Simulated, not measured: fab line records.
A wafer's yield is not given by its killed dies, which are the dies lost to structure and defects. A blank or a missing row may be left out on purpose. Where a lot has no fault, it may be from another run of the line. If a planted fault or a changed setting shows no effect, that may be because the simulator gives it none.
Chamber matching :: flow nandHarc :: 4 sister chambers for NHARC_A_M1_DESCUM_14 on rieDiel-06
The step chemistry O2, time 3 s. 4 wafers are shown with their chamber, then 9 later ones without.

== EACH WAFER AND ITS CHAMBER ==
wafer: L076.1
chamber: 3
drypumpMotorCurrentA (A): 4.6

wafer: L089.6
chamber: 2
drypumpMotorCurrentA (A): 5.5

wafer: L088.4
chamber: 0
drypumpMotorCurrentA (A): 6.2

wafer: L088.5
chamber: 1
drypumpMotorCurrentA (A): 5.9

== WAFERS MISSING THEIR CHAMBER ==
wafer: L090.1
drypumpMotorCurrentA (A): 5.5

wafer: L090.4
drypumpMotorCurrentA (A): 6.0

wafer: L090.6
drypumpMotorCurrentA (A): 5.5

wafer: L091.1
drypumpMotorCurrentA (A): 6.2

wafer: L091.2
drypumpMotorCurrentA (A): 5.9

wafer: L091.4
drypumpMotorCurrentA (A): 6.0

wafer: L092.2
drypumpMotorCurrentA (A): 6.1

wafer: L092.4
drypumpMotorCurrentA (A): 6.2

wafer: L092.6
drypumpMotorCurrentA (A): 5.5

== EACH ONE'S CHAMBER ==
wafer: L090.1
from the rows above: 2
in truth: 2

wafer: L090.4
from the rows above: can't be placed: 1 or 0
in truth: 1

wafer: L090.6
from the rows above: 2
in truth: 2

wafer: L091.1
from the rows above: 0
in truth: 0

wafer: L091.2
from the rows above: 1
in truth: 1

wafer: L091.4
from the rows above: can't be placed: 1 or 0
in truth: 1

wafer: L092.2
from the rows above: can't be placed: 0 or 1
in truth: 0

wafer: L092.4
from the rows above: 0
in truth: 0

wafer: L092.6
from the rows above: 2
in truth: 2
Placed correctly: 6 of 9. Cannot be placed on the basis of these rows: 3; the candidates contain the true chamber in 3. Placed wrongly: 0.
How it was worked out, from the rows above alone: a wafer's distance from a chamber is the root of the sum, over the readings, of the square of ((its reading less the chamber's mean) divided by the reading's scatter). If the next closest chamber is less than 2 further off than the closest, the wafer can't be placed; otherwise it belongs to the closest. Each chamber's mean is taken over the wafers shown for it. The scatter (one wafer shown for each chamber): square how far every hidden wafer sits from the nearest shown wafer, average those squares and take the square root.
